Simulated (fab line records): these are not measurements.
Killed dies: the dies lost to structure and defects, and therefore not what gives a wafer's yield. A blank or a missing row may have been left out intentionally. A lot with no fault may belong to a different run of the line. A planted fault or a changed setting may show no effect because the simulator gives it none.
fab line records | flow n5-finfet
[record] lots = 10 | wafers = 30 | last-day = 17
route steps=1938 shown BEOL_M4@1109 BEOL_M5@1123 PASSIVATION@1936
lots that met no fault: taken from a fault-free run of the same line
start-h: hours from the record's first day to the start of the lot's first wafer shown | wait-h: time in hours since the lot's previous step | " repeats the value in the row above | L1.1+2: one row covering several wafers at once | - no value, or no start was given | * or withheld: withheld | < > ~ a bound
route shown NAME@n: a module of which the file shows steps, and the number in the route of the first | usual: mean/standard deviation taken from wafers without a fault | same: alike in all rows | chamber/n: place in a boat | sites: each site's reading | _std_site: standard deviation of those values | _edge_site: inner sites' mean taken away from outer sites' mean | radius-mm: for every site, how far away it sits from the centre of the wafer | mask NAME#n: copy n | behind: tool/chamber where the wafer was last shaped | hold: why the lot was held/for how many hours/how that ended | device: the transistor (n, p or np) that didn't switch | end of line: tests run on the same wafers once the route is complete | a step given without rows: its recipe and nothing more | killed: count of dies lost to structure and defects at first sort (not the wafer's yield) | map: dies across one wafer; x = killed, . = not, _ = none there
set.NAME: the setting that was run; set.NAME@STEP: the one run at that earlier step | model.NAME: the simulator's own value behind a step, which no gauge read
route steps across a sampled set of lots; one table per step, one row per wafer
services: a tool's chamber out of use, with start hour (start-h, from the record's first day; less than 0 if before it), hours out, and reason
[[steps]]
[step N5_BEOL_M4_RS_MEAS_58]
[recipe] thk-meas-gauge = four-point-probe | reads = Co_of_BEOL_M4_CO_CAP_55+Cu_of_BEOL_M4_ECD_50+Co_of_BEOL_M4_CVD_47+TaN_of_BEOL_M4_ALD_84
[usual] M4_RS = 0.69/0.038
lot.wafer | tool          | chamber | start-h | wait-h | M4_RS[ohm/sq]
L560.1    | film-metro-02 | -       | 173.95  | 0.0    | 0.68
L560.2    | "             | -       | "       | "      | 0.69
L560.5    | "             | -       | "       | "      | 0.71
L561.3    | film-metro-01 | -       | 176.15  | 0.1    | 0.66
L561.5    | "             | -       | "       | "      | 0.68
L561.6    | "             | -       | "       | "      | 0.71
L562.2    | film-metro-02 | -       | 191.82  | 0.1    | 0.77
L562.3    | "             | -       | "       | "      | 0.70
L562.4    | "             | -       | "       | "      | 0.72
L569.2    | film-metro-02 | -       | 221.23  | 0.1    | 0.67
L569.3    | "             | -       | "       | "      | 0.72
L569.4    | "             | -       | "       | "      | 0.67
L575.1    | film-metro-01 | -       | 275.95  | 0.0    | 0.72
L575.3    | "             | -       | "       | "      | 0.70
L575.5    | "             | -       | "       | "      | 0.70
L576.2    | film-metro-02 | -       | 279.13  | 0.1    | 0.67
L576.4    | "             | -       | "       | "      | 0.63
L576.6    | "             | -       | "       | "      | 0.66
L579.1    | film-metro-02 | -       | 287.56  | 0.1    | 0.76
L579.5    | "             | -       | "       | "      | 0.71
L579.6    | "             | -       | "       | "      | 0.70
L582.3    | film-metro-01 | -       | 306.54  | 0.1    | 0.68
L582.5    | "             | -       | "       | "      | 0.68
L582.6    | "             | -       | "       | "      | 0.71
L580.1    | film-metro-02 | -       | 306.72  | 0.0    | 0.71
L580.2    | "             | -       | "       | "      | 0.67
L580.5    | "             | -       | "       | "      | 0.76
L581.2    | film-metro-01 | -       | 310.90  | 0.1    | 0.82
L581.4    | "             | -       | "       | "      | 0.69
L581.6    | "             | -       | "       | "      | 0.74
[step N5_BEOL_M5_EXPOSE_08]
[recipe] mask-id = M5 | na = 0.33 | source-shape = annular | sigma-inner = 0.4 | sigma-outer = 0.8 | polarization = unpolarized | target-cd-nm = 28 | dose-mj = 35.75
[usual] exposure-dose-mJ-cm2 = 35.71/0.048
lot.wafer | tool           | chamber | start-h | wait-h | mask | exposure-dose-mJ-cm2
L560.1    | euv-scanner-01 | 0       | 177.18  | -      | M5#0 | 35.67
L560.2    | "              | 0       | "       | "      | M5#0 | 35.68
L560.5    | "              | 0       | "       | "      | M5#0 | 35.63
L561.3    | euv-scanner-01 | 0       | 178.53  | -      | M5#0 | 35.71
L561.5    | "              | 0       | "       | "      | M5#0 | 35.69
L561.6    | "              | 0       | "       | "      | M5#0 | 35.67
L562.2    | euv-scanner-01 | 0       | 194.23  | -      | M5#0 | 35.64
L562.3    | "              | 0       | "       | "      | M5#0 | 35.69
L562.4    | "              | 0       | "       | "      | M5#0 | 35.63
L569.2    | euv-scanner-01 | 0       | 223.33  | -      | M5#0 | 36.19
L569.3    | "              | 0       | "       | "      | M5#0 | 36.16
L569.4    | "              | 0       | "       | "      | M5#0 | 36.13
L575.1    | euv-scanner-02 | 0       | 279.02  | -      | M5#0 | 35.74
L575.3    | "              | 0       | "       | "      | M5#0 | 35.77
L575.5    | "              | 0       | "       | "      | M5#0 | 35.73
L576.2    | euv-scanner-02 | 0       | 281.62  | -      | M5#0 | 35.77
L576.4    | "              | 0       | "       | "      | M5#0 | 35.78
L576.6    | "              | 0       | "       | "      | M5#0 | 35.74
L579.1    | euv-scanner-02 | 0       | 291.62  | -      | M5#0 | 35.80
L579.5    | "              | 0       | "       | "      | M5#0 | 35.79
L579.6    | "              | 0       | "       | "      | M5#0 | 35.76
L582.3    | euv-scanner-01 | 0       | 310.53  | -      | M5#0 | 35.65
L582.5    | "              | 0       | "       | "      | M5#0 | 35.65
L582.6    | "              | 0       | "       | "      | M5#0 | 35.69
L580.1    | euv-scanner-02 | 0       | 310.69  | -      | M5#0 | 35.73
L580.2    | "              | 0       | "       | "      | M5#0 | 35.71
L580.5    | "              | 0       | "       | "      | M5#0 | 35.66
L581.2    | euv-scanner-01 | 0       | 312.99  | -      | M5#0 | 35.63
L581.4    | "              | 0       | "       | "      | M5#0 | 35.66
L581.6    | "              | 0       | "       | "      | M5#0 | 35.70
[step N5_BEOL_M5_CD_MEAS_11]
[recipe] target-cd-nm = 27.74 | landing-energy-ev = 500 | detector = se-inlens
[usual] cd-nm = 27.91/0.24
lot.wafer | tool      | chamber | start-h | wait-h | cd-nm
L560.1    | cd-sem-03 | 0       | 177.31  | -      | 27.76
L560.2    | "         | 0       | "       | "      | 27.75
L560.5    | "         | 0       | "       | "      | 27.78
L561.3    | cd-sem-03 | 0       | 178.65  | -      | 28.10
L561.5    | "         | 0       | "       | "      | 28.05
L561.6    | "         | 0       | "       | "      | 27.96
L562.2    | cd-sem-01 | 0       | 194.35  | -      | 28.49
L562.3    | "         | 0       | "       | "      | 28.03
L562.4    | "         | 0       | "       | "      | 27.82
L569.2    | cd-sem-03 | 0       | 223.45  | -      | 26.72
L569.3    | "         | 0       | "       | "      | 27.08
L569.4    | "         | 0       | "       | "      | 26.63
L575.1    | cd-sem-03 | 0       | 279.14  | -      | 28.30
L575.3    | "         | 0       | "       | "      | 27.99
L575.5    | "         | 0       | "       | "      | 27.60
L576.2    | cd-sem-02 | 0       | 281.74  | -      | 27.67
L576.4    | "         | 0       | "       | "      | 27.69
L576.6    | "         | 0       | "       | "      | 27.99
L579.1    | cd-sem-03 | 0       | 291.75  | -      | 27.96
L579.5    | "         | 0       | "       | "      | 28.61
L579.6    | "         | 0       | "       | "      | 28.17
L582.3    | cd-sem-03 | 0       | 310.65  | -      | 27.80
L582.5    | "         | 0       | "       | "      | 27.68
L582.6    | "         | 0       | "       | "      | 27.58
L580.1    | cd-sem-03 | 0       | 310.82  | -      | 27.60
L580.2    | "         | 0       | "       | "      | 27.84
L580.5    | "         | 0       | "       | "      | 27.94
L581.2    | cd-sem-02 | 0       | 313.11  | -      | 28.20
L581.4    | "         | 0       | "       | "      | 27.93
L581.6    | "         | 0       | "       | "      | 27.84
[step N5_BEOL_M5_ETCH_72]
[recipe] chemistry = N2/H2 | target = underlayer | target-depth-a = 65 | mask-material = CAR-EUV | time-s = 5.2 | ion-energy-ev = 200 | pressure-mtorr = 30 | source-w = 840 | bias-w = 150 | n2-flow-sccm = 200 | h2-flow-sccm = 200 | ends = cleared
[usual] chamber-pressure-mTorr = 30.00/0.044 | drypump-motor-current-A = 5.9/0.47 | etch-rf-on-time-s = 5.28/0.19 | oes-product-au = 0.70/0.082 | rf-fwd-power-W = 819.8/2.5 | rf-vpp-V = 523.7/2.3 | showerhead-plenum-p-Torr = 2.54/0.07 | throttle-valve-pct = 17.76/0.3
lot.wafer | tool        | chamber | start-h | wait-h | chamber-pressure-mTorr | drypump-motor-current-A | etch-rf-on-time-s | oes-product-au | rf-fwd-power-W | rf-hours-counter-h | rf-vpp-V | showerhead-plenum-p-Torr | throttle-valve-pct
L560.1    | rie-diel-03 | 3       | 177.71  | 0.0    | 30.09                  | 5.7                     | 5.58              | 0.56           | 820.3          | 215                | 527.2    | 2.62                     | 18.08
L560.2    | "           | 0       | "       | "      | 29.99                  | 6.2                     | 5.11              | 0.86           | 818.5          | 1                  | 522.0    | 2.51                     | 17.45
L560.5    | "           | 3       | "       | "      | 30.06                  | 5.7                     | 5.62              | 0.57           | 818.0          | -                  | 525.1    | 2.62                     | 18.10
L561.3    | rie-diel-02 | 1       | 178.81  | 0.0    | 29.95                  | 6.6                     | 5.26              | 0.69           | 820.2          | 92                 | 524.9    | 2.56                     | 17.61
L561.5    | "           | 3       | "       | "      | 29.98                  | 5.3                     | 5.21              | 0.74           | 821.0          | -                  | 521.6    | 2.48                     | 17.55
L561.6    | "           | 0       | "       | "      | 29.99                  | 6.3                     | 5.31              | 0.58           | 822.9          | -                  | 527.0    | 2.60                     | 17.48
L562.2    | rie-diel-03 | 1       | 194.53  | 0.0    | 29.95                  | 5.7                     | 5.16              | 0.63           | 817.1          | 180                | 521.7    | 2.39                     | 17.86
L562.3    | "           | 2       | "       | "      | 29.96                  | 6.6                     | 5.30              | 0.80           | 820.1          | 16                 | 524.1    | 2.57                     | 17.33
L562.4    | "           | 0       | "       | "      | 29.93                  | 6.2                     | 5.19              | 0.81           | 819.9          | 7                  | 521.3    | 2.50                     | 17.46
L569.2    | rie-diel-06 | 1       | 223.61  | 0.0    | 30.06                  | 5.5                     | 4.96              | 0.80           | 820.3          | 23                 | 524.5    | 2.50                     | 17.76
L569.3    | "           | 3       | "       | "      | 30.05                  | 5.4                     | 5.31              | 0.73           | 820.7          | 49                 | 527.2    | 2.68                     | 17.44
L569.4    | "           | 0       | "       | "      | 29.99                  | 6.0                     | 5.07              | 0.71           | 822.9          | 93                 | 524.2    | 2.58                     | 18.04
L575.1    | rie-diel-03 | 2       | 279.30  | 0.0    | 30.03                  | 6.6                     | 5.40              | 0.74           | 821.4          | 42                 | 526.2    | 2.56                     | 17.36
L575.3    | "           | 0       | "       | "      | 29.94                  | 6.2                     | 5.21              | 0.77           | 822.0          | 32                 | 523.1    | 2.49                     | 17.52
L575.5    | "           | 2       | "       | "      | 29.95                  | 6.7                     | 5.38              | 0.73           | 819.3          | -                  | 526.0    | 2.56                     | 17.37
L576.2    | rie-diel-06 | 0       | 282.48  | 0.0    | 30.00                  | 6.0                     | 5.12              | 0.68           | 821.4          | 109                | 526.7    | 2.57                     | 18.08
L576.4    | "           | 1       | "       | "      | 29.98                  | 5.5                     | 4.96              | 0.76           | 818.6          | 37                 | 523.3    | 2.50                     | 17.76
L576.6    | "           | 0       | "       | "      | 29.99                  | 6.1                     | 5.07              | 0.69           | 823.6          | -                  | 524.3    | 2.57                     | 18.10
L579.1    | rie-diel-06 | 2       | 292.11  | 0.0    | 29.97                  | 5.4                     | 5.76              | 0.58           | 821.1          | 196                | 523.4    | 2.54                     | 18.34
L579.5    | "           | 2       | "       | "      | 29.95                  | 5.4                     | 5.69              | 0.60           | 821.0          | -                  | 524.2    | 2.54                     | 18.30
L579.6    | "           | 1       | "       | "      | 29.93                  | 5.5                     | 5.01              | 0.77           | 822.1          | -                  | 520.9    | 2.49                     | 17.78
L582.3    | rie-diel-02 | 1       | 310.80  | 0.0    | 30.04                  | 6.6                     | 5.19              | 0.65           | 817.7          | 131                | 523.0    | 2.55                     | 17.66
L582.5    | "           | 1       | "       | "      | 30.05                  | 6.6                     | 5.25              | 0.66           | 816.7          | -                  | 524.2    | 2.55                     | 17.66
L582.6    | "           | 3       | "       | "      | 29.96                  | 5.3                     | 5.18              | 0.68           | 818.1          | -                  | 519.4    | 2.46                     | 17.61
L580.1    | rie-diel-03 | 3       | 310.98  | 0.0    | 30.04                  | 5.7                     | 5.45              | 0.81           | 818.4          | 0                  | 525.2    | 2.61                     | 17.71
L580.2    | "           | 2       | "       | "      | 29.93                  | 6.6                     | 5.41              | 0.72           | 819.8          | 52                 | 526.1    | 2.56                     | 17.38
L580.5    | "           | 2       | "       | "      | 30.01                  | 6.6                     | 5.42              | 0.72           | 818.0          | -                  | 526.1    | 2.56                     | 17.38
L581.2    | rie-diel-03 | 0       | 313.30  | 0.0    | 30.03                  | 6.2                     | 5.13              | 0.77           | 822.3          | 42                 | 522.3    | 2.49                     | 17.51
L581.4    | "           | 1       | "       | "      | 29.99                  | 5.6                     | 5.18              | 0.61           | 815.2          | 216                | 516.8    | 2.38                     | 17.93
L581.6    | "           | 0       | "       | "      | 29.97                  | 6.2                     | 5.12              | 0.77           | 818.7          | -                  | 523.5    | 2.49                     | 17.51
[step N5_BEOL_M5_ETCH_62]
[recipe] chemistry = N2/H2 | target = SOC | target-depth-a = 750 | overetch-a = 150 | mask-material = SiARC | temp-c = 40 | time-s = 112.5 | ion-energy-ev = 200 | pressure-mtorr = 30 | source-w = 840 | bias-w = 150 | n2-flow-sccm = 200 | h2-flow-sccm = 200
[usual] chamber-pressure-mTorr = 30.000/0.029 | drypump-motor-current-A = 5.9/0.48 | oes-product-au = 0.65/0.07 | rf-fwd-power-W = 837.2/2.6 | rf-vpp-V = 523.7/2.2 | showerhead-plenum-p-Torr = 2.54/0.07 | temp-c = 40.00/0.11 | throttle-valve-pct = 17.72/0.3
[same] time-s = 112.5
lot.wafer | tool        | chamber | start-h | wait-h | chamber-pressure-mTorr | drypump-motor-current-A | oes-product-au | rf-fwd-power-W | rf-hours-counter-h | rf-vpp-V | showerhead-plenum-p-Torr | temp-c | throttle-valve-pct
L560.1    | rie-diel-03 | 3       | 177.75  | 0.0    | 29.999                 | 5.7                     | 0.55           | 837.0          | 215                | 527.6    | 2.62                     | 39.99  | 18.03
L560.2    | "           | 0       | "       | "      | 29.963                 | 6.2                     | 0.79           | 836.3          | 2                  | 521.9    | 2.51                     | 40.07  | 17.42
L560.5    | "           | 3       | "       | "      | 30.047                 | 5.7                     | 0.55           | 838.2          | -                  | 525.9    | 2.62                     | 40.11  | 18.05
L561.3    | rie-diel-02 | 1       | 178.85  | 0.0    | 29.977                 | 6.6                     | 0.64           | 832.5          | 92                 | 524.8    | 2.56                     | 39.86  | 17.54
L561.5    | "           | 3       | "       | "      | 30.047                 | 5.3                     | 0.67           | 836.2          | -                  | 522.4    | 2.48                     | 40.10  | 17.50
L561.6    | "           | 0       | "       | "      | 30.001                 | 6.3                     | 0.55           | 835.9          | -                  | 525.9    | 2.60                     | 39.93  | 17.46
L562.2    | rie-diel-03 | 1       | 194.58  | 0.0    | 29.984                 | 5.7                     | 0.59           | 839.2          | 180                | 521.2    | 2.39                     | 39.69  | 17.82
L562.3    | "           | 2       | "       | "      | 29.978                 | 6.6                     | 0.74           | 837.6          | 16                 | 527.0    | 2.57                     | 40.04  | 17.28
L562.4    | "           | 0       | "       | "      | 29.987                 | 6.2                     | 0.76           | 841.7          | 7                  | 521.5    | 2.50                     | 40.06  | 17.43
L569.2    | rie-diel-06 | 1       | 223.65  | 0.0    | 30.000                 | 5.5                     | 0.72           | 835.2          | 23                 | 521.9    | 2.50                     | 40.13  | 17.70
L569.3    | "           | 3       | "       | "      | 30.026                 | 5.4                     | 0.68           | 835.1          | 49                 | 526.6    | 2.68                     | 40.00  | 17.41
L569.4    | "           | 0       | "       | "      | 30.026                 | 6.0                     | 0.64           | 838.6          | 93                 | 524.6    | 2.58                     | 40.04  | 18.02
L575.1    | rie-diel-03 | 2       | 279.35  | 0.0    | 30.037                 | 6.6                     | 0.71           | 835.5          | 42                 | 527.3    | 2.56                     | 39.98  | 17.33
L575.3    | "           | 0       | "       | "      | 29.983                 | 6.2                     | 0.71           | 834.2          | 32                 | 521.9    | 2.49                     | 39.97  | 17.48
L575.5    | "           | 2       | "       | "      | 30.027                 | 6.6                     | 0.70           | 836.0          | -                  | 525.5    | 2.56                     | 40.14  | 17.34
L576.2    | rie-diel-06 | 0       | 282.53  | 0.0    | 29.998                 | 6.0                     | 0.63           | 841.4          | 109                | 524.7    | 2.57                     | 39.95  | 18.04
L576.4    | "           | 1       | "       | "      | 30.027                 | 5.5                     | 0.70           | 838.6          | 37                 | 522.8    | 2.50                     | 40.03  | 17.73
L576.6    | "           | 0       | "       | "      | 30.005                 | 6.0                     | 0.64           | 847.1          | -                  | 524.3    | 2.57                     | 40.09  | 18.03
L579.1    | rie-diel-06 | 2       | 292.16  | 0.0    | 30.006                 | 5.4                     | 0.58           | 839.1          | 196                | 523.0    | 2.54                     | 39.92  | 18.30
L579.5    | "           | 2       | "       | "      | 30.008                 | 5.3                     | 0.58           | 841.3          | -                  | 523.6    | 2.54                     | 39.99  | 18.30
L579.6    | "           | 1       | "       | "      | 30.041                 | 5.5                     | 0.68           | 838.9          | -                  | 523.0    | 2.49                     | 39.71  | 17.73
L582.3    | rie-diel-02 | 1       | 310.85  | 0.0    | 29.954                 | 6.6                     | 0.61           | 836.0          | 132                | 524.3    | 2.55                     | 40.10  | 17.61
L582.5    | "           | 1       | "       | "      | 29.980                 | 6.6                     | 0.61           | 832.8          | -                  | 525.3    | 2.55                     | 40.03  | 17.62
L582.6    | "           | 3       | "       | "      | 29.922                 | 5.2                     | 0.63           | 837.8          | -                  | 521.8    | 2.46                     | 39.98  | 17.57
L580.1    | rie-diel-03 | 3       | 311.02  | 0.0    | 29.974                 | 5.7                     | 0.77           | 834.3          | 0                  | 525.8    | 2.61                     | 39.99  | 17.69
L580.2    | "           | 2       | "       | "      | 29.979                 | 6.7                     | 0.68           | 836.5          | 52                 | 524.6    | 2.56                     | 39.95  | 17.35
L580.5    | "           | 2       | "       | "      | 30.002                 | 6.6                     | 0.69           | 842.3          | -                  | 523.8    | 2.56                     | 39.81  | 17.36
L581.2    | rie-diel-03 | 0       | 313.34  | 0.0    | 29.956                 | 6.2                     | 0.70           | 836.3          | 42                 | 521.1    | 2.49                     | 40.16  | 17.48
L581.4    | "           | 1       | "       | "      | 29.989                 | 5.7                     | 0.57           | 836.8          | 217                | 519.4    | 2.38                     | 39.97  | 17.88
L581.6    | "           | 0       | "       | "      | 30.008                 | 6.2                     | 0.69           | 837.2          | -                  | 523.2    | 2.49                     | 40.20  | 17.47
[step N5_PASSIVATION_PROBE_49]
[usual] defect-limited-yield = 91.1/1.6 | killed_at_M0_to_M3 = 35/11 | killed_at_M4_up = 13/5.4 | killed-at-contacts = 13/6.5 | killed-at-front-end = 40/14 | killed-at-other = 4/3.1 | killed-dies = 105/18 | killed-open = 69/14 | killed-short = 34/7.3 | sort_bin_5_function = 5.2/0.96 | sort_bin_6_memory = 3.4/0.77 | sort_bin_8_speed = 0.02/0.13 | sort-n-pass = 1075/19
[same] gross-dies = 1180 | killed-at-back-side = 0 | sort_bin_4_leakage[%] = 0
lot.wafer | tool      | chamber | start-h | wait-h | defect-limited-yield[%] | killed_at_M0_to_M3 | killed_at_M4_up | killed-at-contacts | killed-at-front-end | killed-at-other | killed-dies | killed-open | killed-short | sort_bin_5_function[%] | sort_bin_6_memory[%] | sort_bin_8_speed[%] | sort-n-pass
L569.2    | prober-01 | -       | 328.54  | 0.1    | 88.0                    | 51                 | 35              | 12                 | 39                  | 5               | 142         | 79          | 41           | 7.1                    | 4.7                  | 0                   | 1038
L569.3    | prober-01 | -       | 328.59  | 0.1    | 88.4                    | 45                 | 25              | 14                 | 39                  | 14              | 137         | 86          | 48           | 5.5                    | 5.3                  | 0                   | 1043
L569.4    | prober-01 | -       | 328.64  | 0.2    | 89.9                    | 26                 | 30              | 21                 | 39                  | 3               | 119         | 78          | 36           | 5.8                    | 3.8                  | 0                   | 1061
L575.1    | prober-01 | -       | 374.06  | 0.0    | 92.6                    | 25                 | 22              | 10                 | 26                  | 4               | 87          | 62          | 20           | 4.7                    | 2.2                  | 0                   | 1093
L575.3    | prober-01 | -       | 374.16  | 0.1    | 92.8                    | 26                 | 15              | 9                  | 28                  | 7               | 85          | 56          | 25           | 4.0                    | 3.1                  | 0                   | 1095
L575.5    | prober-01 | -       | 374.26  | 0.2    | 92.1                    | 23                 | 18              | 6                  | 44                  | 2               | 93          | 58          | 30           | 4.5                    | 2.8                  | 0                   | 1087
L576.2    | prober-02 | -       | 381.19  | 0.1    | 89.7                    | 57                 | 10              | 10                 | 43                  | 2               | 122         | 75          | 42           | 6.4                    | 3.5                  | 0                   | 1058
L576.4    | prober-02 | -       | 381.29  | 0.2    | 88.8                    | 55                 | 8               | 15                 | 51                  | 3               | 132         | 92          | 40           | 6.4                    | 4.2                  | 0                   | 1048
L576.6    | prober-02 | -       | 381.39  | 0.3    | 88.2                    | 54                 | 10              | 19                 | 56                  | 0               | 139         | 94          | 41           | 7.5                    | 3.6                  | 0                   | 1041
// killed by level:class
L569.2 BEOL_M5:area-expose=19 BEOL_M3:geometric-particle:open=15 BEOL_M0_SAQP:geometric-particle:open=13 MOL_CONTACT_COAG:geometric-particle:open=10 BEOL_M4:geometric-particle:open=9 BEOL_M0_SAQP:geometric-particle:short=8 GATE_CUT:geometric-particle:short=7 FIN_SAQP:geometric-particle:open=5
L569.3 BEOL_M4:geometric-particle:open=15 MOL_CONTACT_COAG:geometric-particle:open=12 FIN_SAQP:geometric-particle:open=11 BEOL_M0_SAQP:geometric-particle:short=9 BEOL_M2:geometric-particle:open=9 BEOL_M3:geometric-particle:open=9 GATE_CUT:geometric-particle:short=7 BEOL_M0_SAQP:geometric-particle:open=7
L569.4 BEOL_M4:geometric-particle:open=17 MOL_CONTACT_COAG:geometric-particle:open=15 BEOL_M3:geometric-particle:open=10 FIN_SAQP:geometric-particle:open=9 MOL_CONTACT_COAG:geometric-particle:short=6 BEOL_M4:geometric-particle:short=6 STI_FIN_REVEAL:geometric-particle:open=5 ILD0:geometric-particle:short=5
L575.1 BEOL_M4:geometric-particle:open=15 MOL_CONTACT_COAG:geometric-particle:open=9 BEOL_M1:geometric-particle:open=6 FIN_SAQP:geometric-particle:open=4 STI_FIN_REVEAL:geometric-particle:open=4 BEOL_M0_SAQP:geometric-particle:short=4 BEOL_M3:geometric-particle:open=4 BEOL_M2:geometric-particle:open=4
L575.3 BEOL_M4:geometric-particle:open=9 MOL_CONTACT_COAG:geometric-particle:open=7 DUMMY_GATE:geometric-particle:open=6 BEOL_M0_SAQP:geometric-particle:open=6 BEOL_M2:geometric-particle:open=6 FIN_SAQP:geometric-particle:open=5 BEOL_M1:geometric-particle:open=5 PASS1_CAP:geometric-particle:open=4
L575.5 STI_FIN_REVEAL:geometric-particle:open=9 FIN_SAQP:geometric-particle:short=8 BEOL_M4:geometric-particle:short=7 MOL_CONTACT_COAG:geometric-particle:open=6 BEOL_M0_SAQP:geometric-particle:open=6 BEOL_M1:geometric-particle:open=6 DUMMY_GATE:geometric-particle:open=5 BEOL_M0_SAQP:geometric-particle:short=5
L576.2 BEOL_M0_SAQP:geometric-particle:open=14 FIN_SAQP:geometric-particle:open=13 BEOL_M1:geometric-particle:open=11 BEOL_M3:geometric-particle:open=9 BEOL_M0_SAQP:geometric-particle:short=8 MOL_CONTACT_COAG:geometric-particle:open=7 FIN_SAQP:geometric-particle:short=6 BEOL_M1:geometric-particle:short=6
L576.4 STI_FIN_REVEAL:geometric-particle:open=22 BEOL_M3:geometric-particle:open=15 MOL_CONTACT_COAG:geometric-particle:open=14 BEOL_M1:geometric-particle:open=11 BEOL_M0_SAQP:geometric-particle:open=9 BEOL_M0_SAQP:geometric-particle:short=9 FIN_SAQP:geometric-particle:short=6 DUMMY_GATE:geometric-particle:open=5
L576.6 STI_FIN_REVEAL:geometric-particle:open=25 MOL_CONTACT_COAG:geometric-particle:open=17 BEOL_M0_SAQP:geometric-particle:open=10 BEOL_M1:geometric-particle:short=10 BEOL_M1:geometric-particle:open=10 BEOL_M0_SAQP:geometric-particle:short=8 FIN_SAQP:geometric-particle:open=7 FIN_SAQP:geometric-particle:short=6
[[services]]
tool           | chamber | start-h | hours | kind
rie-diel-03    | 0       | 154.19  | -     | clean
rie-diel-03    | 0       | 154.19  | -     | consumable-replace:focus-ring
rie-diel-03    | 0       | 154.19  | 17.6  | scheduled-down
rie-diel-03    | 0       | 154.19  | 17.6  | vent-cycle
euv-scanner-01 | -       | 155.92  | 1.0   | pm
rie-diel-02    | 2       | 172.46  | -     | clean
rie-diel-02    | 2       | 172.46  | -     | consumable-replace:focus-ring
rie-diel-02    | 2       | 172.46  | 20.7  | scheduled-down
euv-scanner-02 | -       | 176.16  | 1.0   | pm
euv-scanner-01 | -       | 212.07  | 1.0   | pm
euv-scanner-01 | -       | 230.44  | 0.4   | repair
euv-scanner-02 | -       | 232.31  | 1.0   | pm
euv-scanner-01 | -       | 268.22  | 1.0   | pm
rie-diel-06    | 1       | 268.83  | 5.7   | repair
euv-scanner-01 | -       | 280.34  | 13.5  | repair
euv-scanner-02 | -       | 283.31  | 0.7   | repair
rie-diel-03    | 0       | 288.35  | 3.7   | repair
euv-scanner-01 | -       | 293.85  | 4.6   | pm
rie-diel-03    | 3       | 298.09  | -     | clean
rie-diel-03    | 3       | 298.09  | -     | consumable-replace:focus-ring
rie-diel-03    | 3       | 298.09  | 12.6  | scheduled-down
rie-diel-03    | 3       | 298.09  | 12.6  | vent-cycle
euv-scanner-02 | -       | 304.23  | 1.0   | pm
euv-scanner-02 | -       | 312.85  | 4.6   | pm
[[key]]
[first-sign] step = N5_BEOL_M5_EXPOSE_08 | reading = exposure-dose-mJ-cm2 | direction = up | sigmas = 9.5 | usual = 35.71 | struck = 36.16
[effect] step = N5_BEOL_M5_CD_MEAS_11 | reading = cd-nm | direction = down | sigmas = 4.6 | usual = 27.91 | struck = 26.81 | through = control-loop
[effect] step = N5_PASSIVATION_PROBE_49 | reading = killed_at_M4_up | direction = up | sigmas = 3.1 | usual = 13 | struck = 30 | wafers-moved = 2
met-at N5_BEOL_M5_EXPOSE_08
struck-lots L569
[loop-trim] step = N5_BEOL_M5_EXPOSE_08 | setting = dose | lots = L569
not-acting-at N5_BEOL_M4_RS_MEAS_58,N5_BEOL_M5_ETCH_72,N5_BEOL_M5_ETCH_62
onset-between 194.23 223.33
[fault] kind = process-parameter-drift | tool = euv-scanner-01 | chamber = - | onset-h = 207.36 | steps = N5_BEOL_M5_EXPOSE_08 | channel = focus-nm | offset = 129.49 | spread-by-wafer = 0.3 | shape = step | end-h = 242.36
// loop-trim: a control loop set the setting to another value than it would have without faults
